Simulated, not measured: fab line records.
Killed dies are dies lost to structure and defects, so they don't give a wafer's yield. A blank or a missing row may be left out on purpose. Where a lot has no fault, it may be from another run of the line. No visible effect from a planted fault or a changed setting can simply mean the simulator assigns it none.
The tool behind it: which one? | flow n5-finfet | 72 wafers from 24 lots sampled at 5 of the route's 1938 steps

## WHAT THE GAUGES READ, wafer by wafer
N5_MOL_CONTACT_COAG_INSPECT_42: inspects for defects (brightfield). Usual: raw-defect-count reads 215 (standard deviation 68).
lot  | measured     | on                | raw-defect-count | flag
L074 | day 5 06:41  | defect-inspect-01 | 124 134 120      |
L075 | day 5 12:04  | defect-inspect-01 | 161 109 218      |
L076 | day 5 19:31  | defect-inspect-01 | 249 303 243      |
L077 | day 6 01:01  | defect-inspect-02 | 219 240 218      |
L078 | day 6 06:48  | defect-inspect-01 | 113 117 148      |
L079 | day 6 13:01  | defect-inspect-01 | 167 131 143      |
L080 | day 6 16:47  | defect-inspect-01 | 316 323 261      |
L081 | day 7 04:25  | defect-inspect-02 | 186 206 183      |
L082 | day 7 08:11  | defect-inspect-02 | 163 122 187      |
L083 | day 7 10:59  | defect-inspect-01 | 175 231 252      |
L084 | day 7 21:22  | defect-inspect-01 | 412 248 363      |
L085 | day 7 23:25  | defect-inspect-01 | 199 267 176      |
L086 | day 8 09:43  | defect-inspect-02 | 158 127 193      |
L087 | day 8 12:41  | defect-inspect-01 | 237 174 270      |
L088 | day 8 18:20  | defect-inspect-02 | 159 160 156      |
L089 | day 9 03:39  | defect-inspect-01 | 141 147 229      |
L090 | day 9 06:18  | defect-inspect-02 | 173 156 164      |
L091 | day 9 12:41  | defect-inspect-02 | 250 295 209      |
L092 | day 9 13:08  | defect-inspect-02 | 165 87 206       |
L093 | day 9 19:33  | defect-inspect-01 | 209 313 212      |
L094 | day 10 05:08 | defect-inspect-02 | 310 347 282      |
L095 | day 10 09:02 | defect-inspect-01 | 299 199 176      |
L096 | day 10 15:29 | defect-inspect-01 | 265 265 234      |
L097 | day 10 18:47 | defect-inspect-02 | 266 264 339      |

N5_MOL_CONTACT_COAG_INSPECT_97: inspects for defects (darkfield). Usual: raw-defect-count reads 38 (standard deviation 15).
lot  | measured     | on                | raw-defect-count | flag
L074 | day 5 13:58  | defect-inspect-01 | 80 61 49         |
L075 | day 5 16:58  | defect-inspect-02 | 37 25 20         |
L076 | day 6 00:21  | defect-inspect-01 | 59 42 71         |
L077 | day 6 05:53  | defect-inspect-01 | 40 52 17         |
L078 | day 6 12:47  | defect-inspect-02 | 31 35 50         |
L079 | day 6 18:39  | defect-inspect-01 | 34 40 57         |
L080 | day 6 21:39  | defect-inspect-02 | 27 26 34         |
L081 | day 7 09:05  | defect-inspect-01 | 41 53 35         |
L082 | day 7 12:57  | defect-inspect-02 | 25 22 48         |
L083 | day 7 15:56  | defect-inspect-02 | 49 26 24         |
L084 | day 8 02:04  | defect-inspect-01 | 44 59 34         |
L085 | day 8 05:01  | defect-inspect-01 | 17 36 42         |
L086 | day 8 14:40  | defect-inspect-01 | 39 23 27         |
L087 | day 8 17:47  | defect-inspect-01 | 20 24 44         |
L088 | day 8 23:05  | defect-inspect-01 | 42 34 25         |
L089 | day 9 08:28  | defect-inspect-01 | 38 36 32         |
L090 | day 9 11:31  | defect-inspect-02 | 26 34 55         |
L091 | day 9 17:20  | defect-inspect-01 | 38 45 26         |
L092 | day 9 20:22  | defect-inspect-01 | 35 19 25         |
L093 | day 10 00:19 | defect-inspect-02 | 17 30 41         |
L094 | day 10 09:48 | defect-inspect-01 | 35 32 26         |
L095 | day 10 13:52 | defect-inspect-01 | 50 27 44         |
L096 | day 10 20:16 | defect-inspect-02 | 111 59 68        |
L097 | day 10 23:35 | defect-inspect-02 | 22 19 33         |

N5_BEOL_M0_SAQP_INSPECT_16: inspects for defects (brightfield). Usual: raw-defect-count reads 469 (standard deviation 120).
lot  | measured     | on                | raw-defect-count | flag
L074 | day 5 16:10  | defect-inspect-02 | 731 657 385      |
L075 | day 5 18:17  | defect-inspect-01 | 519 591 530      |
L076 | day 6 02:23  | defect-inspect-02 | 437 598 474      |
L077 | day 6 07:47  | defect-inspect-02 | 354 451 339      |
L078 | day 6 15:42  | defect-inspect-01 | 447 424 280      |
L079 | day 6 21:47  | defect-inspect-01 | 564 495 790      |
L080 | day 6 23:14  | defect-inspect-01 | 324 399 352      |
L081 | day 7 10:50  | defect-inspect-01 | 347 543 419      |
L082 | day 7 15:11  | defect-inspect-02 | 410 516 308      |
L083 | day 7 18:19  | defect-inspect-01 | 359 310 443      |
L084 | day 8 04:26  | defect-inspect-01 | 598 470 470      |
L085 | day 8 06:55  | defect-inspect-02 | 396 349 548      |
L086 | day 8 16:23  | defect-inspect-01 | 401 416 452      |
L087 | day 8 22:04  | defect-inspect-02 | 456 787 552      |
L088 | day 9 01:49  | defect-inspect-02 | 310 369 256      |
L089 | day 9 10:26  | defect-inspect-01 | 567 314 344      |
L090 | day 9 13:39  | defect-inspect-02 | 722 638 684      |
L091 | day 9 20:02  | defect-inspect-02 | 511 413 537      |
L092 | day 9 23:34  | defect-inspect-02 | 388 335 323      |
L093 | day 10 04:26 | defect-inspect-01 | 453 318 532      |
L094 | day 10 11:26 | defect-inspect-01 | 475 503 468      |
L095 | day 10 19:13 | defect-inspect-01 | 508 511 404      |
L096 | day 10 22:54 | defect-inspect-02 | 448 313 410      |
L097 | day 11 02:39 | defect-inspect-02 | 460 575 603      |

N5_BEOL_M0_SAQP_CD_MEAS_25: the cd target is 13.1 nm. Usual: cd-nm reads 12.79 nm (standard deviation 0.21).
lot  | measured     | on        | cd-nm (nm)        | flag
L074 | day 5 18:41  | cd-sem-02 | 12.99 13.08 13.21 |
L075 | day 5 20:13  | cd-sem-02 | 13.02 12.70 12.62 |
L076 | day 6 03:59  | cd-sem-03 | 12.93 12.83 12.53 |
L077 | day 6 10:19  | cd-sem-02 | 12.31 12.90 12.89 |
L078 | day 6 17:36  | cd-sem-01 | 12.69 12.86 12.77 |
L079 | day 7 00:08  | cd-sem-01 | 12.92 12.92 12.63 |
L080 | day 7 01:37  | cd-sem-03 | 12.68 12.83 12.72 |
L081 | day 7 12:26  | cd-sem-01 | 12.92 12.88 12.72 |
L082 | day 7 17:46  | cd-sem-03 | 12.54 12.90 12.41 |
L083 | day 7 21:23  | cd-sem-03 | 13.14 12.90 12.86 |
L084 | day 8 06:54  | cd-sem-01 | 13.14 13.11 12.56 |
L085 | day 8 10:43  | cd-sem-03 | 12.98 12.78 12.66 |
L086 | day 8 18:05  | cd-sem-03 | 12.78 12.89 13.26 |
L087 | day 9 00:06  | cd-sem-02 | 12.91 12.39 12.91 |
L088 | day 9 04:14  | cd-sem-01 | 12.94 12.77 12.70 |
L089 | day 9 12:53  | cd-sem-02 | 12.78 12.55 13.13 |
L090 | day 9 15:36  | cd-sem-01 | 12.67 12.69 12.77 |
L091 | day 9 21:40  | cd-sem-01 | 12.89 13.18 12.86 |
L092 | day 10 02:10 | cd-sem-02 | 12.82 12.77 13.17 |
L093 | day 10 07:13 | cd-sem-01 | 12.58 12.55 12.60 |
L094 | day 10 13:34 | cd-sem-03 | 13.08 12.89 12.96 |
L095 | day 10 21:30 | cd-sem-02 | 12.81 12.76 12.86 |
L096 | day 11 00:32 | cd-sem-02 | 12.75 13.03 13.07 |
L097 | day 11 04:17 | cd-sem-01 | 12.79 12.65 12.59 |

## TOOL THAT RAN EACH LOT (tool first, then ch and the chambers of the sampled wafers, then the start)
lot  | N5_MOL_CONTACT_COAG_ETCH_91
L074 | rie-diel-01 ch 0,1,3, day 5 05:49
L075 | rie-diel-03 ch 1,3, day 5 11:13
L076 | rie-diel-03 ch 0,3, day 5 18:32
L077 | rie-diel-06 ch 2,3, day 6 00:01
L078 | rie-diel-01 ch 0,1,3, day 6 05:42
L079 | rie-diel-01 ch 0,1,2, day 6 12:09
L080 | rie-diel-06 ch 2,3, day 6 15:39
L081 | rie-diel-06 ch 1,3, day 7 03:34
L082 | rie-diel-01 ch 0,1, day 7 07:12
L083 | rie-diel-03 ch 0,1, day 7 10:04
L084 | rie-diel-01 ch 1,2, day 7 20:22
L085 | rie-diel-06 ch 0,1,2, day 7 22:30
L086 | rie-diel-01 ch 1,2,3, day 8 08:50
L087 | rie-diel-03 ch 0,1, day 8 11:49
L088 | rie-diel-06 ch 0,1,3, day 8 17:28
L089 | rie-diel-03 ch 1,2,3, day 9 02:47
L090 | rie-diel-06 ch 0,1,3, day 9 05:18
L091 | rie-diel-03 ch 1,2,3, day 9 11:49
L092 | rie-diel-01 ch 0,1,3, day 9 12:08
L093 | rie-diel-03 ch 0,2,3, day 9 18:34
L094 | rie-diel-03 ch 0,2, day 10 04:08
L095 | rie-diel-06 ch 0,1,2, day 10 08:11
L096 | rie-diel-01 ch 0,1,3, day 10 14:30
L097 | rie-diel-06 ch 0,2,3, day 10 17:55
- N5_MOL_CONTACT_COAG_ETCH_91: etches SOC in N2/H2, target depth 60 nm, overetch 21 nm, time 101.2 s.

## AS READ BY THE TOOLS THEMSELVES (means over the sampled wafers that have a number; for cases with no such wafer, the mark the record gives instead)
N5_MOL_CONTACT_COAG_ETCH_91. Usual: drypump-motor-current-A 5.8 A, standard deviation 0.45; n2-flow-sccm 200.0 sccm, standard deviation 0.58; oes-product-au 0.68 a.u., standard deviation 0.076; rf-vpp-V 524.6 V, standard deviation 1.8; showerhead-plenum-p-Torr 2.57 Torr, standard deviation 0.064; throttle-valve-pct 17.89 %, standard deviation 0.3.
lot  | tool        | drypump-motor-current-A (A) | n2-flow-sccm (sccm) | oes-product-au (a.u.) | rf-vpp-V (V) | showerhead-plenum-p-Torr (Torr) | throttle-valve-pct (%) | flag
L074 | rie-diel-01 | 6.2                         | 200.0               | 0.65                  | 524.3        | 2.58                            | 17.81                  |
L075 | rie-diel-03 | 5.8                         | 199.7               | 0.66                  | 522.9        | 2.50                            | 17.82                  |
L076 | rie-diel-03 | 5.8                         | 199.9               | 0.58                  | 525.0        | 2.57                            | 18.16                  |
L077 | rie-diel-06 | 5.7                         | 200.3               | 0.62                  | 524.2        | 2.57                            | 18.27                  |
L078 | rie-diel-01 | 6.2                         | 200.3               | 0.64                  | 525.1        | 2.57                            | 17.82                  |
L079 | rie-diel-01 | 6.1                         | 200.3               | 0.64                  | 525.4        | 2.57                            | 17.81                  |
L080 | rie-diel-06 | 5.6                         | 199.9               | 0.61                  | 525.0        | 2.59                            | 18.25                  |
L081 | rie-diel-06 | 5.8                         | 199.8               | 0.68                  | 525.0        | 2.60                            | 18.05                  |
L082 | rie-diel-01 | 6.6                         | 200.1               | 0.63                  | 525.6        | 2.60                            | 17.84                  |
L083 | rie-diel-03 | 5.9                         | 200.5               | 0.78                  | 524.6        | 2.55                            | 17.82                  |
L084 | rie-diel-01 | 6.0                         | 200.1               | 0.68                  | 524.9        | 2.55                            | 17.59                  |
L085 | rie-diel-06 | 5.6                         | 200.5               | 0.67                  | 526.4        | 2.67                            | 17.90                  |
L086 | rie-diel-01 | 5.7                         | 199.6               | 0.63                  | 524.5        | 2.53                            | 17.84                  |
L087 | rie-diel-03 | 5.9                         | 199.2               | 0.74                  | 523.7        | 2.52                            | 17.80                  |
L088 | rie-diel-06 | 5.6                         | 200.2               | 0.67                  | 527.0        | 2.64                            | 17.95                  |
L089 | rie-diel-03 | 5.7                         | 200.1               | 0.75                  | 523.7        | 2.52                            | 17.70                  |
L090 | rie-diel-06 | 5.6                         | 200.0               | 0.67                  | 525.2        | 2.63                            | 17.96                  |
L091 | rie-diel-03 | 5.7                         | 200.4               | 0.74                  | 522.8        | 2.52                            | 17.71                  |
L092 | rie-diel-01 | 6.2                         | 199.9               | 0.69                  | 524.6        | 2.56                            | 17.70                  |
L093 | rie-diel-03 | 5.7                         | 200.1               | 0.75                  | 524.4        | 2.56                            | 17.75                  |
L094 | rie-diel-03 | 5.5                         | 200.4               | 0.73                  | 524.4        | 2.59                            | 17.86                  |
L095 | rie-diel-06 | 5.6                         | 199.9               | 0.73                  | 526.6        | 2.66                            | 17.77                  |
L096 | rie-diel-01 | 6.2                         | 199.3               | 0.68                  | 524.0        | 2.56                            | 17.70                  |
L097 | rie-diel-06 | 5.5                         | 199.8               | 0.69                  | 525.1        | 2.60                            | 18.04                  |

## THE ANSWER, worked out from the rows above alone
Rule: take the mean of a lot's wafers that have a number; if it is more than 3 standard deviations from the usual mean, the lot is off. A lot without any number at a reading at which 4 lots or more have one is off too. All remaining lots with rows at the step are treated as sound. After the gauges, taken in route order, come the tools' own readings; for these a lot's mean is taken, as printed above. At the first step where some lot is off, the reading lying furthest off is the one used; lots without a number count as furthest.
Nothing can be told from this: no lot is off at any reading shown.

## WHAT THE SIMULATOR HAD INSERTED
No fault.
